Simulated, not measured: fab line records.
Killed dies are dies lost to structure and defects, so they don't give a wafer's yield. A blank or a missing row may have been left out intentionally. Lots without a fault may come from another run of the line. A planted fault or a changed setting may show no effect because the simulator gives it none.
Comparing a struck lot with a sound one	flow n5 finfet	41 out of 1938 route steps
Sound: wafers L125.2, L125.4, L125.5. Struck: wafer L126.6 (L126.1, L126.4, from the same lot, were not struck and are left out); the cause is given at the end.
At each step with rows: each side's tool, then ch and its chambers, then its first start. Under that, the readings that differ: sound wafers	struck wafers	difference of the means	sigmas: that difference in standard deviations of wafers without a fault.
alike: words and numbers the same on both sides, and readings whose means are apart by under 2 such deviations; not compared: readings that were withheld, readings missing a value for some wafer, numbers with overlapping values and no deviation given by the record, and bounds like >300 which may hide the same value.
Wherever a step has rows on one side only, a row that says differs or no value, or a row with sigmas, the two part there. Numbers that don't overlap but have no deviation are shown without sigmas and don't part them. A reading missing from all wafers of one side parts the sides only when that side holds two or more wafers.

first, 11 steps without rows for these wafers: N5_HKMG_FIN_DESCUM_17 (chemistry O2, time 7.9 s); N5_HKMG_FIN_ETCH_31 (etches SiARC in CF4, target depth 45.5 nm, time 75.8 s); N5_HKMG_FIN_ETCH_32 (etches SOC in N2/H2, target depth 240 nm, time 300 s); N5_HKMG_FIN_STRIP_33 (strips in N2/H2); N5_HKMG_FIN_STRIP_34 (strips in CF4); N5_HKMG_FIN_ETCH_35 (etches SOC in N2/H2, target depth 215.8 nm, time 243.4 s); N5_HKMG_FIN_STRIP_92 (strips SOC in N2/H2, time 20 s); N5_HKMG_FIN_WET_ETCH_18 (etches TiN in SC1, time 55 s, target depth 5.2 nm, rinse time 30 s); N5_HKMG_FIN_STRIP_19 (strips in N2/H2, time 360 s); N5_HKMG_FIN_ALD_91 (deposits TiN, target thk 1 nm, pulse time 1 s, purge time 3 s); N5_HKMG_FIN_COAT_85 (time 60 s, resist thk 300 nm).
N5_HKMG_FIN_ETCH_86: etches SOC in N2/H2, stops on TiN, target depth 393.2 nm.
  sound on rie diel-02 ch 0,2,3, day 9 02:28; struck on rie diel-06 ch 2, day 9 10:14
reading	sound	struck	difference	sigmas
oes product au (a.u.)	0.70 0.71 0.74	0.93	+0.21	+2
rf fwd power W (W)	843 843 841	1047	+205	+58
rf vpp V (V)	239.2 239.6 241.9	222.7	-17.5	-15
throttle valve pct (%)	18.33 18.05 18.25	17.29	-0.92	-3
model.SOC_of_HKMG_FIN_COAT_85.thk nm (nm)	17 20.4 20.6	8.6	-10.7	
model.TiN_of_HKMG_FIN_ALD_91.thk nm (nm)	1 1 1	0	-1	
  alike: drypump motor current A, showerhead plenum p Torr
  not compared: rf hours counter h
then, 27 steps without rows for these wafers: N5_HKMG_FIN_STRIP_89 (strips SOC in N2/H2, time 20 s); N5_HKMG_FIN_WET_ETCH_87 (etches TiN in SC1, time 154.2 s, target depth 4.7 nm, rinse time 30 s); N5_HKMG_FIN_STRIP_88 (strips in N2/H2, time 360 s); N5_HKMG_FIN_NWFM_ALD_20 (deposits TiAlC, target thk 2 nm, pulse time 3 s, purge time 2 s); N5_HKMG_FIN_ALD_71 (deposits TiN, target thk 1 nm, pulse time 1 s, purge time 3 s); N5_HKMG_FIN_COAT_66 (time 60 s, resist thk 300 nm); N5_HKMG_FIN_ETCH_67 (etches SOC in N2/H2, stops on TiN, target depth 388.9 nm); N5_HKMG_FIN_STRIP_90 (strips SOC in N2/H2, time 20 s); N5_HKMG_FIN_WET_ETCH_73 (etches the open film in SC1, time 42.3 s, target depth 1.3 nm, rinse time 30 s); N5_HKMG_FIN_ETCHBACK_68 (etches the open film in Cl2/Ar, stops on HfO2, target depth 0.5 nm); N5_HKMG_FIN_STRIP_69 (strips in N2/H2, time 360 s); N5_HKMG_FIN_ALD_21 (deposits TiN, target thk 1.5 nm, pulse time 1 s, purge time 3 s); N5_HKMG_FIN_ALD_72 (deposits W, target thk 2 nm, pulse time 1 s, purge time 2 s); N5_HKMG_FIN_W_FILL_22 (material W, target thk 60 nm, time 18.2 s); N5_HKMG_FIN_PRECLEAN_83 (cleans in DIW, time 57.5 s); N5_HKMG_FIN_SRD_84 (dry time 32 s); N5_HKMG_FIN_CMP_23 (polishes, stops on SiNx, t overpolish 10 s, target thk 46.326 nm); N5_HKMG_FIN_CMP_94 (polishes, stops on SiNx, t overpolish 4.7 s, target thk 43.299 nm); N5_GATE_CUT_ETCHBACK_00 (etches W in SF6/Cl2); N5_GATE_CUT_ETCH_56 (etches TiN in Cl2/Ar, target depth 21.6 nm); N5_GATE_CUT_ETCHBACK_30 (etches TiN in Cl2/Ar, target depth 3 nm); N5_GATE_CUT_VAPOR_ETCH_60 (etches HfO2 in BCl3/Cl2); N5_GATE_CUT_ETCH_58 (etches SiNx in CH3F/O2, target depth 17 nm, time 128.6 s); N5_GATE_CUT_STRIP_59 (strips in N2/H2, time 20 s); N5_GATE_CUT_PRECLEAN_31 (cleans in DIW, time 300 s); N5_GATE_CUT_SRD_32 (time 30 s); N5_GATE_CUT_SAC_CAP_01 (material SiNx, target thk 24 nm, pulse time 1 s, ald cycles 480).
N5_BEOL_M4_RC_MEAS_101:
  the record has rows for the sound wafers here (prober-01 ch 0, day 12 18:46) and none for the struck ones
-- the record jumps here: 8 days lie between the struck wafers' starts before and after (it left off in module BEOL_M4 and takes up again in module PASSIVATION, whose first step shown is number 1936 of the route) --
N5_PASSIVATION_PROBE_49:
  record: rows for the struck wafers here (prober-02, day 17 08:50), none for the sound ones

## WHERE THEY PART
At N5_HKMG_FIN_ETCH_86 first; at N5_PASSIVATION_PROBE_49 last (within this record only).

WHY: whatever the simulator had introduced
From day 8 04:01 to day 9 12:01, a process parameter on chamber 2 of rie diel-06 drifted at N5_HKMG_FIN_ETCH_86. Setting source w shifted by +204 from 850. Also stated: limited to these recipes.
